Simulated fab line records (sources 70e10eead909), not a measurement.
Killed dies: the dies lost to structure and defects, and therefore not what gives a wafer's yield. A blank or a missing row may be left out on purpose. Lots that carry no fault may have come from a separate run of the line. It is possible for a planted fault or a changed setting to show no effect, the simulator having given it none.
Chamber matching || flow nandHarc || cmp-04 running NHARC_P_CONTACT_CMP_01: 4 sister chambers
The step polishes SiO2, target thk 200 nm. 8 wafers are shown with their chamber, then 12 later ones without.

## WAFERS, EACH WITH ITS CHAMBER
{"wafer": "L083.6", "chamber": 0, "motorCurrentA (A)": 12.4}
{"wafer": "L084.4", "chamber": 0, "motorCurrentA (A)": 12.5}
{"wafer": "L087.2", "chamber": 1, "motorCurrentA (A)": 13.4}
{"wafer": "L087.3", "chamber": 3, "motorCurrentA (A)": 10.6}
{"wafer": "L087.4", "chamber": 2, "motorCurrentA (A)": 10.9}
{"wafer": "L085.2", "chamber": 2, "motorCurrentA (A)": 11.5}
{"wafer": "L085.3", "chamber": 3, "motorCurrentA (A)": 10.4}
{"wafer": "L085.6", "chamber": 1, "motorCurrentA (A)": 13.5}

## WAFERS MISSING THEIR CHAMBER
{"wafer": "L089.2", "motorCurrentA (A)": 10.6}
{"wafer": "L089.3", "motorCurrentA (A)": 13.2}
{"wafer": "L089.6", "motorCurrentA (A)": 12.6}
{"wafer": "L093.1", "motorCurrentA (A)": 10.8}
{"wafer": "L093.5", "motorCurrentA (A)": 13.9}
{"wafer": "L093.6", "motorCurrentA (A)": 12.2}
{"wafer": "L097.2", "motorCurrentA (A)": 13.3}
{"wafer": "L097.3", "motorCurrentA (A)": 10.6}
{"wafer": "L097.5", "motorCurrentA (A)": 13.0}
{"wafer": "L096.3", "motorCurrentA (A)": 11.4}
{"wafer": "L096.4", "motorCurrentA (A)": 12.7}
{"wafer": "L096.6", "motorCurrentA (A)": 12.9}

## THE CHAMBER EACH PASSED THROUGH
{"wafer": "L089.2", "from the rows above": 3, "in truth": 3}
{"wafer": "L089.3", "from the rows above": 1, "in truth": 1}
{"wafer": "L089.6", "from the rows above": 0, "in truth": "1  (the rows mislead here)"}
{"wafer": "L093.1", "from the rows above": "can't be placed: 3 or 2", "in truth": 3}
{"wafer": "L093.5", "from the rows above": 1, "in truth": 1}
{"wafer": "L093.6", "from the rows above": 0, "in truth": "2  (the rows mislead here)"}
{"wafer": "L097.2", "from the rows above": 1, "in truth": 1}
{"wafer": "L097.3", "from the rows above": 3, "in truth": 3}
{"wafer": "L097.5", "from the rows above": "can't be placed: 1 or 0", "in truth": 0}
{"wafer": "L096.3", "from the rows above": 2, "in truth": 2}
{"wafer": "L096.4", "from the rows above": 0, "in truth": 0}
{"wafer": "L096.6", "from the rows above": "can't be placed: 0 or 1", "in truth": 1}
Correct placement for 7 of the 12. Unplaceable from these rows: 3, with the true chamber sitting among the candidates in 3. Number placed wrongly: 2.
How it was worked out, from the rows above alone: a wafer's distance from a chamber is the root of the sum, over the readings, of the square of ((its reading less the chamber's mean) divided by the reading's scatter). The wafer belongs to the nearest chamber; if the next one is less than 2 further off, it can't be placed. Each chamber's mean is taken over the wafers shown for it. The scatter: the root of (the sum of the squares of (reading less its chamber's mean) over the shown wafers, divided by (wafers less chambers)).
